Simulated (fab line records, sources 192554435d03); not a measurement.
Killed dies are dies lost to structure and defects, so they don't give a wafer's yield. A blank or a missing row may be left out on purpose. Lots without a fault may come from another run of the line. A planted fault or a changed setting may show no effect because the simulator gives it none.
fab line records | flow n5_finfet | part 1 of 2: steps 1 to 21 of 30
record lots=5 wafers=15 last_day=21
route steps=1938 shown BEOL_M6@1233
lots that met no fault: from a run of the same line without faults
start_h: hours from the record's first day to the start of the lot's first wafer shown | wait_h: hours since the lot's step before | " the same as in the row above | L1.1+2: a row that stands for several wafers | - no value, or no start given | * or withheld: withheld | < > ~ a bound
route shown NAME@n: a module of which the file shows steps, and the number in the route of the first | usual: mean/standard deviation of fault-free wafers | same: alike in all rows | chamber/n: place in a boat | sites: the reading at each site | _std_site: their standard deviation | _edge_site: outer sites' mean less inner sites' | radius_mm: how far each site lies from the wafer's centre | mask NAME#n: copy n | behind: the tool/chamber that last shaped the wafer | hold: why the lot was held/for how many hours/how that ended | device: the transistor (n, p or np) that didn't switch | end of line: the same wafers' tests at the end of the route | a step without rows: its recipe alone | killed: dies lost to structure and defects at the first sort, not the wafer's yield | map: a wafer's dies, x killed, . not, _ none there
set.NAME: the setting as run; set.NAME@STEP: as run at that earlier step | model.NAME: the simulator's own value behind a step, which no gauge read
lots at some steps of the route; a table a step, a row a wafer
services: from which hour (start_h, from the record's first day; less than 0 if before it) a tool's chamber was out of use, for how many hours, and why
## steps
# step N5_BEOL_M6_ETCH_66
# recipe chemistry=N2/H2 target=SOC target_depth_a=800 overetch_a=160 mask_material=SiARC temp_c=40 time_s=120 ion_energy_ev=200 pressure_mtorr=30 source_w=840 bias_w=150 n2_flow_sccm=200 h2_flow_sccm=200
# usual drypump_motor_current_A=6.0/0.4 oes_product_au=0.60/0.046 rf_vpp_V=525.3/2.4 showerhead_plenum_p_Torr=2.59/0.079 throttle_valve_pct=17.79/0.25
# columns lot.wafer tool chamber start_h wait_h drypump_motor_current_A oes_product_au rf_hours_counter_h rf_vpp_V showerhead_plenum_p_Torr throttle_valve_pct
L074.1 rie_diel-01 2 291.28 0.0 5.6 0.54 223 522.4 2.52 17.78
L074.2 " 3 " " 6.4 0.54 213 523.0 2.51 17.66
L074.6 " 0 " " 6.2 0.61 - 528.3 2.70 18.05
L080.1 rie_diel-05 0 325.98 0.0 5.7 0.58 111 527.4 2.64 17.37
L080.3 " 2 " " 5.8 0.61 104 524.4 2.57 17.79
L080.6 " 2 " " 5.8 0.62 - 523.4 2.57 17.78
L088.2 rie_diel-04 2 371.42 0.0 5.7 0.56 167 523.3 2.52 17.74
L088.3 " 1 " " 6.3 0.65 75 524.9 2.59 18.11
L088.4 " 3 " " 5.7 0.69 22 524.3 2.59 17.53
L087.3 rie_diel-01 3 371.98 0.0 6.4 0.53 247 522.8 2.50 17.72
L087.4 " 0 " " 6.2 0.58 - 526.6 2.68 18.12
L087.5 " 1 " " 5.9 0.65 - 523.5 2.47 17.83
L095.2 rie_diel-05 2 406.30 0.0 5.8 0.59 134 524.6 2.56 17.82
L095.4 " 0 " " 5.7 0.57 142 528.2 2.63 17.42
L095.5 " 1 " " 6.2 0.61 - 527.7 2.68 18.19
# step N5_BEOL_M6_STRIP_69
# recipe chemistry=N2/H2 temp_c=40 n2_flow_sccm=200 h2_flow_sccm=200 rf_frequency_hz=6e+07
# columns lot.wafer tool chamber start_h wait_h
L074.1+2+6 rie_diel-01 2,3,0 291.36 0.0
L080.1+3+6 rie_diel-05 0,2,2 326.06 0.0
L088.2+3+4 rie_diel-04 2,1,3 371.50 0.0
L087.3+4+5 rie_diel-01 3,0,1 372.06 0.0
L095.2+4+5 rie_diel-05 2,0,1 406.39 0.0
# step N5_BEOL_M6_STRIP_73
# recipe chemistry=N2/H2 temp_c=40 n2_flow_sccm=200 h2_flow_sccm=200 rf_frequency_hz=6e+07
# columns lot.wafer tool chamber start_h wait_h
L074.1+2+6 rie_diel-01 2,3,0 291.37 0.0
L080.1+3+6 rie_diel-05 0,2,2 326.07 0.0
L088.2+3+4 rie_diel-04 2,1,3 371.51 0.0
L087.3+4+5 rie_diel-01 3,0,1 372.07 0.0
L095.2+4+5 rie_diel-05 2,0,1 406.40 0.0
# step N5_BEOL_M6_VIA_ETCH_34
# recipe chemistry=C4F6/O2 target=SiCOH_lowk target_depth_a=1263 mask_material=SOC taper_deg=4 time_s=50.9 ion_energy_ev=250 pressure_mtorr=30 source_w=345 bias_w=185 Ar_flow_sccm=300 C4F6_flow_sccm=10 O2_flow_sccm=10
# usual drypump_motor_current_A=6.0/0.4 mfc_ar_sccm=299.9/0.88 oes_ar_750_au=0.79/0.06 oes_product_au=0.79/0.066 rf_vpp_V=670/20 showerhead_plenum_p_Torr=2.90/0.097 throttle_valve_pct=20.82/0.17
# columns lot.wafer tool chamber start_h wait_h drypump_motor_current_A mfc_ar_sccm oes_ar_750_au oes_product_au rf_hours_counter_h rf_vpp_V showerhead_plenum_p_Torr throttle_valve_pct
L074.1 rie_diel-01 2 291.38 0.0 5.6 298.8 0.70 0.71 223 680 2.82 20.78
L074.2 " 3 " " 6.4 297.7 0.69 0.70 213 677 2.80 20.61
L074.6 " 0 " " 6.2 298.5 0.78 0.78 - 655 3.01 21.03
L080.1 rie_diel-05 0 326.08 0.0 5.7 299.9 0.79 0.76 111 646 2.98 20.65
L080.3 " 2 " " 5.8 299.9 0.79 0.80 104 668 2.85 20.69
L080.6 " 2 " " 5.8 298.9 0.79 0.80 - 667 2.85 20.70
L088.2 rie_diel-04 2 371.52 0.0 5.7 301.6 0.72 0.74 167 704 2.83 20.80
L088.3 " 1 " " 6.3 299.3 0.84 0.85 75 645 2.90 21.07
L088.4 " 3 " " 5.6 300.4 0.93 0.94 22 680 2.87 20.48
L087.3 rie_diel-01 3 372.08 0.0 6.4 299.9 0.68 0.67 247 677 2.79 20.64
L087.4 " 0 " " 6.2 300.2 0.75 0.75 - 656 2.99 21.07
L087.5 " 1 " " 5.9 300.7 0.84 0.87 - 675 2.75 20.76
L095.2 rie_diel-05 2 406.41 0.0 5.7 301.7 0.76 0.76 134 668 2.83 20.74
L095.4 " 0 " " 5.7 300.1 0.75 0.73 142 646 2.97 20.72
L095.5 " 1 " " 6.2 300.6 0.77 0.80 - 704 2.97 21.07
# step N5_BEOL_M6_STRIP_76
# recipe chemistry=C4F6/O2 resist=SiARC rf_frequency_hz=6e+07
# columns lot.wafer tool chamber start_h wait_h
L074.1+2+6 rie_diel-01 2,3,0 291.42 0.0
L080.1+3+6 rie_diel-05 0,2,2 326.12 0.0
L088.2+3+4 rie_diel-04 2,1,3 371.56 0.0
L087.3+4+5 rie_diel-01 3,0,1 372.12 0.0
L095.2+4+5 rie_diel-05 2,0,1 406.45 0.0
# step N5_BEOL_M6_STRIP_36
# recipe chemistry=N2/H2 power_w=450 temp_c=40 pressure_mtorr=20 rf_frequency_hz=6e+07 overash_fraction=0.3 bias_power_w=7 h2_frac=0.5 n2_flow_sccm=200 h2_flow_sccm=200
# usual drypump_motor_current_A=6.0/0.4 oes_product_au=0.79/0.063 rf_vpp_V=59.4/1.5 showerhead_plenum_p_Torr=2.59/0.08 throttle_valve_pct=23.7/0.43
# columns lot.wafer tool chamber start_h wait_h drypump_motor_current_A oes_product_au rf_hours_counter_h rf_vpp_V showerhead_plenum_p_Torr throttle_valve_pct
L074.1 rie_diel-01 2 291.43 0.0 5.6 0.71 223 57.8 2.52 23.4
L074.2 " 3 " " 6.4 0.72 213 61.4 2.51 23.3
L074.6 " 0 " " 6.2 0.79 - 59.9 2.69 24.1
L080.1 rie_diel-05 0 326.13 0.0 5.7 0.75 111 59.1 2.64 23.0
L080.3 " 2 " " 5.8 0.79 104 58.9 2.57 23.7
L080.6 " 2 " " 5.7 0.80 - 59.6 2.56 23.7
L088.2 rie_diel-04 2 371.57 0.0 5.7 0.73 167 59.4 2.52 23.6
L088.3 " 1 " " 6.3 0.87 75 59.6 2.59 24.1
L088.4 " 3 " " 5.7 0.91 22 61.0 2.58 23.3
L087.3 rie_diel-01 3 372.13 0.0 6.4 0.69 247 57.1 2.50 23.4
L087.4 " 0 " " 6.2 0.76 - 59.3 2.68 24.1
L087.5 " 1 " " 6.0 0.88 - 58.5 2.47 23.9
L095.2 rie_diel-05 2 406.46 0.0 5.8 0.78 134 61.5 2.55 23.7
L095.4 " 0 " " 5.7 0.74 142 61.0 2.63 23.0
L095.5 " 1 " " 6.2 0.80 - 59.3 2.68 24.4
# step N5_BEOL_M6_TRENCH_ETCH_37
# recipe chemistry=C4F6/O2 target_depth_a=944.35 target=SiCOH_lowk time_s=31.5 ion_energy_ev=250 pressure_mtorr=30 source_w=345 bias_w=185 Ar_flow_sccm=300 C4F6_flow_sccm=10 O2_flow_sccm=10
# usual drypump_motor_current_A=6.0/0.39 mfc_ar_sccm=300.0/0.89 oes_ar_750_au=0.79/0.061 oes_product_au=0.79/0.067 rf_vpp_V=670/20 showerhead_plenum_p_Torr=2.90/0.097 throttle_valve_pct=20.85/0.17
# columns lot.wafer tool chamber start_h wait_h drypump_motor_current_A mfc_ar_sccm oes_ar_750_au oes_product_au rf_hours_counter_h rf_vpp_V showerhead_plenum_p_Torr throttle_valve_pct
L074.1 rie_diel-01 2 - - 5.6 300.4 0.71 0.70 223 681 2.82 20.81
L074.2 " 3 " " 6.4 301.7 0.70 0.69 213 678 2.80 20.62
L074.6 " 0 " " 6.2 300.3 0.78 0.78 - 657 3.01 21.06
L080.1 rie_diel-05 0 - - 5.7 299.3 0.78 0.77 111 647 2.98 20.70
L080.3 " 2 " " 5.8 300.6 0.79 0.79 104 668 2.85 20.71
L080.6 " 2 " " 5.8 298.0 0.79 0.79 - 667 2.85 20.72
L088.2 rie_diel-04 2 - - 5.7 299.9 0.72 0.74 167 701 2.83 20.84
L088.3 " 1 " " 6.3 300.6 0.84 0.85 76 644 2.90 21.13
L088.4 " 3 " " 5.7 299.8 0.94 0.96 22 680 2.87 20.52
L087.3 rie_diel-01 3 - - 6.4 299.4 0.67 0.68 247 677 2.79 20.68
L087.4 " 0 " " 6.2 300.4 0.75 0.75 - 655 2.99 21.12
L087.5 " 1 " " 5.9 298.9 0.83 0.86 - 673 2.75 20.81
L095.2 rie_diel-05 2 - - 5.7 300.0 0.76 0.77 134 667 2.83 20.77
L095.4 " 0 " " 5.7 300.1 0.76 0.73 142 645 2.97 20.74
L095.5 " 1 " " 6.2 297.4 0.77 0.79 - 704 2.97 21.09
# step N5_BEOL_M6_ETCH_41
# recipe chemistry=CH3F/O2 target=SiCN target_depth_a=297 taper_deg=2 time_s=52 ion_energy_ev=120 mask_material=TiN pressure_mtorr=30 source_w=395 bias_w=75 Ar_flow_sccm=150 CH3F_flow_sccm=30 O2_flow_sccm=20
# usual drypump_motor_current_A=6.0/0.4 mfc_ar_sccm=150.0/0.45 oes_product_au=0.79/0.066 rf_vpp_V=298.1/1.5 showerhead_plenum_p_Torr=2.04/0.069 throttle_valve_pct=16.24/0.13
# columns lot.wafer tool chamber start_h wait_h drypump_motor_current_A mfc_ar_sccm oes_product_au rf_hours_counter_h rf_vpp_V showerhead_plenum_p_Torr throttle_valve_pct
L074.1 rie_diel-01 2 - - 5.5 150.3 0.70 223 297.4 1.98 16.29
L074.2 " 3 " " 6.4 149.9 0.69 213 297.8 1.97 16.14
L074.6 " 0 " " 6.2 150.0 0.78 - 298.1 2.11 16.36
L080.1 rie_diel-05 0 - - 5.7 149.1 0.75 111 300.8 2.10 16.10
L080.3 " 2 " " 5.7 149.0 0.79 104 297.2 2.00 16.14
L080.6 " 2 " " 5.7 150.0 0.79 - 297.8 2.00 16.13
L088.2 rie_diel-04 2 - - 5.7 150.3 0.74 167 296.2 1.99 16.24
L088.3 " 1 " " 6.3 149.8 0.84 76 297.6 2.04 16.39
L088.4 " 3 " " 5.6 149.7 0.94 22 298.3 2.02 15.94
L087.3 rie_diel-01 3 - - 6.4 149.8 0.68 247 295.5 1.96 16.20
L087.4 " 0 " " 6.2 150.1 0.75 - 298.6 2.10 16.43
L087.5 " 1 " " 5.9 150.3 0.86 - 297.1 1.94 16.17
L095.2 rie_diel-05 2 - - 5.8 150.0 0.76 134 299.0 1.99 16.20
L095.4 " 0 " " 5.7 149.6 0.74 142 299.9 2.09 16.15
L095.5 " 1 " " 6.2 149.3 0.79 - 300.2 2.09 16.44
# step N5_BEOL_M6_STRIP_80
# recipe chemistry=N2/H2 time_s=10 power_w=450 temp_c=40 pressure_mtorr=20 rf_frequency_hz=6e+07 bias_power_w=7 n2_flow_sccm=200 h2_flow_sccm=200
# usual drypump_motor_current_A=6.0/0.4 oes_product_au=0.79/0.064 rf_vpp_V=59.3/0.9 showerhead_plenum_p_Torr=2.59/0.08 throttle_valve_pct=23.7/0.43
# columns lot.wafer tool chamber start_h wait_h drypump_motor_current_A oes_product_au rf_hours_counter_h rf_vpp_V showerhead_plenum_p_Torr throttle_valve_pct
L074.1 rie_diel-01 2 - - 5.6 0.70 223 60.3 2.52 23.4
L074.2 " 3 " " 6.4 0.71 213 61.0 2.51 23.3
L074.6 " 0 " " 6.2 0.77 - 60.5 2.69 24.1
L080.1 rie_diel-05 0 - - 5.7 0.75 112 60.4 2.64 23.0
L080.3 " 2 " " 5.7 0.79 104 58.6 2.56 23.7
L080.6 " 2 " " 5.7 0.80 - 59.1 2.56 23.7
L088.2 rie_diel-04 2 - - 5.7 0.73 167 57.7 2.51 23.7
L088.3 " 1 " " 6.3 0.85 76 59.6 2.59 24.1
L088.4 " 3 " " 5.6 0.91 22 58.5 2.58 23.3
L087.3 rie_diel-01 3 - - 6.4 0.69 247 58.7 2.50 23.4
L087.4 " 0 " " 6.2 0.75 - 59.5 2.68 24.2
L087.5 " 1 " " 6.0 0.86 - 60.3 2.46 23.9
L095.2 rie_diel-05 2 - - 5.8 0.77 134 58.5 2.55 23.7
L095.4 " 0 " " 5.7 0.73 142 59.0 2.63 23.0
L095.5 " 1 " " 6.2 0.81 - 59.3 2.68 24.4
# step N5_BEOL_M6_OCD_MEAS_38
# usual trench_depth_nm=94.3/2.1
# columns lot.wafer tool chamber start_h wait_h trench_depth_nm
L074.1 ocd-02 - 291.63 - 94.4
L074.2 " - " " 90.9
L074.6 " - " " 92.9
L080.1 ocd-02 - 326.32 - 94.2
L080.3 " - " " 92.5
L080.6 " - " " 92.5
L088.2 ocd-02 - 371.77 - 95.6
L088.3 " - " " 94.1
L088.4 " - " " 100.4
L087.3 ocd-02 - 372.33 - 90.4
L087.4 " - " " 93.8
L087.5 " - " " 95.8
L095.2 ocd-01 - 406.65 - 93.2
L095.4 " - " " 93.5
L095.5 " - " " 95.2
# step N5_BEOL_M6_HM_STRIP_39
# recipe chemistry=peroxide_tin_strip material=TiN target_depth_a=250 temp_c=50 time_s=158
# columns lot.wafer tool chamber start_h wait_h
L074.1+2+6 wet_bench-04 7,6,4 291.66 0.0
L080.1+3+6 wet_bench-01 5,6,3 326.36 0.0
L088.2+3+4 wet_bench-06 6,7,5 371.80 0.0
L087.3+4+5 wet_bench-06 5,4,6 372.36 0.0
L095.2+4+5 wet_bench-04 6,5,3 406.68 0.0
# step N5_BEOL_M6_SRD_40
# recipe time_s=30 temp_c=23 rinse_liquid=diw dry=ipa_marangoni
# columns lot.wafer tool chamber start_h wait_h
L074.1+2+6 wet_bench-04 7,6,4 291.71 0.0
L080.1+3+6 wet_bench-01 5,6,3 326.40 0.0
L088.2+3+4 wet_bench-06 6,7,5 371.84 0.0
L087.3+4+5 wet_bench-06 5,4,6 372.41 0.0
L095.2+4+5 wet_bench-04 6,5,3 406.73 0.0
# step N5_BEOL_M6_PRECLEAN_42
# recipe chemistry=residue_remover time_s=60 temp_c=40
# columns lot.wafer tool chamber start_h wait_h
L074.1+2+6 wet_bench-04 7,6,4 291.72 0.0
L080.1+3+6 wet_bench-01 5,6,3 326.42 0.0
L088.2+3+4 wet_bench-06 6,7,5 371.86 0.0
L087.3+4+5 wet_bench-06 5,4,6 372.42 0.0
L095.2+4+5 wet_bench-04 6,5,3 406.75 0.0
# step N5_BEOL_M6_SRD_43
# recipe time_s=30 temp_c=23 rinse_liquid=diw dry=ipa_marangoni
# columns lot.wafer tool chamber start_h wait_h
L074.1+2+6 wet_bench-04 7,6,4 291.74 0.0
L080.1+3+6 wet_bench-01 5,6,3 326.44 0.0
L088.2+3+4 wet_bench-06 6,7,5 371.88 0.0
L087.3+4+5 wet_bench-06 5,4,6 372.44 0.0
L095.2+4+5 wet_bench-04 6,5,3 406.76 0.0
# step N5_BEOL_M6_CD_MEAS_35
# recipe target_cd_nm=40 target_cd_y_nm=28 polarity=opening
# usual cd_nm=40.0/0.96
# columns lot.wafer tool chamber start_h wait_h cd_nm
L074.1 cd_sem-02 - 291.78 0.0 39.3
L074.2 " - " " 39.3
L074.6 " - " " 40.0
L080.1 cd_sem-03 - 326.48 0.0 38.2
L080.3 " - " " 39.6
L080.6 " - " " 40.7
L088.2 cd_sem-02 - 371.92 0.0 41.0
L088.3 " - " " 40.2
L088.4 " - " " 41.7
L087.3 cd_sem-01 - 372.48 0.0 39.4
L087.4 " - " " 39.3
L087.5 " - " " 38.2
L095.2 cd_sem-01 - 406.81 0.0 40.6
L095.4 " - " " 41.5
L095.5 " - " " 39.9
# step N5_BEOL_M6_CURE_75
# recipe temp_c=370 time_s=120 ambient=DMADMS/He material=SiCOH_lowk
# usual lamp_power_pct=52.31/0.053 wafer_temp_C_max=371.9/0.63
# columns lot.wafer tool chamber start_h wait_h lamp_power_pct wafer_temp_C_max
L074.1 uv_cure-02 0 291.82 0.0 52.31 371.6
L074.2 " 0 " " 52.28 371.5
L074.6 " 0 " " 52.37 371.7
L080.1 uv_cure-02 0 326.52 0.0 52.26 371.7
L080.3 " 0 " " 52.30 372.0
L080.6 " 0 " " 52.33 371.6
L088.2 uv_cure-01 2 372.01 0.1 52.33 371.1
L088.3 " 2 " " 52.26 371.1
L088.4 " 2 " " 52.25 371.5
L087.3 uv_cure-02 0 372.62 0.1 52.33 372.2
L087.4 " 0 " " 52.33 371.7
L087.5 " 0 " " 52.19 371.8
L095.2 uv_cure-03 0 406.90 0.1 52.33 371.3
L095.4 " 0 " " 52.33 372.0
L095.5 " 0 " " 52.29 371.6
# step N5_BEOL_M6_DEGAS_44
# recipe ambient=vacuum temp_c=250 time_s=60
# usual heater_power_w=332/44
# columns lot.wafer tool chamber start_h wait_h heater_power_w
L074.1 pvd_sputter-01 - 292.26 0.4 396
L074.2 " - " " 277
L074.6 " - " " 321
L080.1 pvd_sputter-01 - 327.07 0.5 313
L080.3 " - " " 303
L080.6 " - " " 308
L088.2 pvd_sputter-03 - 372.55 0.5 308
L088.3 " - " " 317
L088.4 " - " " 341
L087.3 pvd_sputter-03 - 373.11 0.4 306
L087.4 " - " " 347
L087.5 " - " " 300
L095.2 pvd_sputter-01 - 407.23 0.3 309
L095.4 " - " " 274
L095.5 " - " " 409
# step N5_BEOL_M6_PRE_CLEAN_45
# recipe gas=H2/He time_s=30 temp_c=250
# usual heater_power_w=332/44
# columns lot.wafer tool chamber start_h wait_h heater_power_w
L074.1 pvd_sputter-01 - 292.30 0.0 400
L074.2 " - " " 279
L074.6 " - " " 316
L080.1 pvd_sputter-01 - 327.11 0.0 309
L080.3 " - " " 304
L080.6 " - " " 319
L088.2 pvd_sputter-03 - 372.59 0.0 313
L088.3 " - " " 314
L088.4 " - " " 343
L087.3 pvd_sputter-03 - 373.15 0.0 304
L087.4 " - " " 351
L087.5 " - " " 304
L095.2 pvd_sputter-01 - 407.27 0.0 308
L095.4 " - " " 284
L095.5 " - " " 400
# step N5_BEOL_M6_ALD_77
# recipe material=TaN target_thk_a=20 temp_c=275 ald_precursor_family=PDMAT ald_co_reactant=NH3 pressure_torr=3 carrier_flow_sccm=1500 pulse_time_s=2 purge_time_s=3 co_reactant_purge_time_s=2 co_reactant_pulse_time_s=3 ald_cycles=40 precursor_vessel_temp_c=75 precursor_vessel_pressure_torr=26.25 precursor_vessel_carrier_sccm=1000
# usual heater_power_w=418/43
# columns lot.wafer tool chamber start_h wait_h heater_power_w
L074.1 ald_metal-03 0 292.36 0.0 459
L074.2 " 3 " " 461
L074.6 " 2 " " 392
L080.1 ald_metal-03 2 327.17 0.0 396
L080.3 " 1 " " 373
L080.6 " 2 " " 387
L088.2 ald_metal-03 2 372.65 0.0 401
L088.3 " 1 " " 377
L088.4 " 3 " " 468
L087.3 ald_metal-03 2 373.21 0.0 384
L087.4 " 1 " " 374
L087.5 " 0 " " 450
L095.2 ald_metal-01 0 407.35 0.1 379
L095.4 " 1 " " 476
L095.5 " 3 " " 459
# step N5_BEOL_M6_SURFACE_TREAT_79
# recipe gas=Ar time_s=* ion_energy_ev=* ion_current_ma_cm2=0.5 pressure_mtorr=* ar_flow_sccm=30
# usual throttle_valve_pct=*
# columns lot.wafer tool chamber start_h wait_h throttle_valve_pct
L074.1 pvd_sputter-02 - 292.64 0.2 *
L074.2 " - " " *
L074.6 " - " " *
L080.1 pvd_sputter-03 - 327.72 0.4 *
L080.3 " - " " *
L080.6 " - " " *
L088.2 pvd_sputter-03 - 372.99 0.2 *
L088.3 " - " " *
L088.4 " - " " *
L087.3 pvd_sputter-01 - 373.50 0.2 *
L087.4 " - " " *
L087.5 " - " " *
L095.2 pvd_sputter-01 - 407.65 0.2 *
L095.4 " - " " *
L095.5 " - " " *
# step N5_BEOL_M6_CVD_78
# recipe material=Co target_thk_a=20 temp_c=withheld precursor=CCTBA/H2 pressure_torr=30 time_s=142.3
# columns lot.wafer tool chamber start_h wait_h
L074.1+2+6 cvd_co-02 1,2,2 292.70 0.0
L080.1+3+6 cvd_co-01 2,0,0 327.87 0.1
L088.2+3+4 cvd_co-01 1,1,0 373.06 0.1
L087.3+4+5 cvd_co-01 1,0,0 373.62 0.1
L095.2+4+5 cvd_co-01 1,0,0 407.73 0.1
